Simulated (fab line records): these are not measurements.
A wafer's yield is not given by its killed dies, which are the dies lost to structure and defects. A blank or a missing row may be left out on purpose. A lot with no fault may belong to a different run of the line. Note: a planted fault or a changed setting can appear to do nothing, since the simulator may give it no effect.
Code-filled problem report in 8D (eight disciplines) form :: flow nandHarc :: the parts of the form that need people (team, actions taken, sign-off) are left out

== 1. THE PROBLEM ==
Mean of killedAtOther at NHARC_END_SORT_01: 430.0 across 6 wafers in 2 lots; on wafers with no fault it is 1.0 (standard deviation 1.3). So: +99 or more standard deviations from the usual mean.
Seen first at day 29 16:58 on prober-01, wafer L377.2. At this step, 18 wafers from 6 lots have a number in the record. Rule for "out" (also "out of limits"): further than 4 standard deviations from the usual mean. All remaining wafers that have a number are taken as sound.

== 2. WHAT IT IS AND WHAT IT IS NOT ==
question: which readings at this step
is: killedAtOther, defectLimitedYield, killedDies
is not: killedAtPeriphery, killedOpen, killedShort

question: which lots
is: L376, L377
is not: L365, L383, L384, L386

question: which wafers of those lots
is: all that have a number
is not: -

question: read on which gauges
is: prober-01, prober-02
is not: -

question: when
is: from day 29 16:58
is not: up to then (3 sound wafers); but 9 sound wafers of L383, L384, L386 came after

== 3. WHAT RULES OUT EACH SUSPECT ==
Counting: a tool at any process step up to the reading remains a suspect when it ran all the lots that are out and ran no sound lot after the first of those.
- ruled out: the gauge at NHARC_END_SORT_01. 2 gauges (prober-01, prober-02) read the wafers that are out.
- pvdSputter-01 at NHARC_THIN_TSV_PVD_51 (deposits Cu, target thk 100 nm): ruled out as a lasting fault. After its first lot that is out, L377 (day 28 18:01), sound lots L383 ran on it. NHARC_THIN_TSV_PVD_51: start missing for some lots; hours and lot order therefore follow NHARC_THIN_TSV_ECD_20.
- ecdCu-02 at NHARC_THIN_TSV_ECD_20 (material Cu, target thk 2000 nm): ruled out as a lasting fault. After its first lot that is out, L377 (day 28 18:01), sound lots L383 ran on it.
Left after counting: nothing in the record.

== 4. THE CAUSE (what the simulator had put in) ==
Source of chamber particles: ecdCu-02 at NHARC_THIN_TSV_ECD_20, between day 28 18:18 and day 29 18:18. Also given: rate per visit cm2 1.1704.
The count ruled it out by mistake, since the rule takes a fault to strike every lot its tool runs from the start of the fault on, and this one did not do so.

== 5. THE CHAIN OF EFFECTS, in route order ==
Rows list readings where the struck wafers' mean (over those with a number) sits beyond 3 standard deviations from the usual. Only readings whose record carries a usual standard deviation are examined. hours: median over the lots of the time between each lot's start at the first step of this table that gives one and its start at this step. sigmas: the change, counted in usual standard deviations.
hours: 0
step: NHARC_END_SORT_01
reading: defectLimitedYield
usual: 91 %
on struck wafers: 31
change: -60
sigmas: -19

hours: 0
step: NHARC_END_SORT_01
reading: killedAtOther
usual: 1.0
on struck wafers: 430.0
change: +429.0
sigmas: +99 or more

hours: 0
step: NHARC_END_SORT_01
reading: killedDies
usual: 64
on struck wafers: 468
change: +404
sigmas: +18

== 6. WHAT WOULD HAVE CAUGHT IT SOONER ==
In this record the first reading out of limits at a measuring or inspecting step was taken at day 29 16:58, 23 hours after the fault began at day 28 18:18.
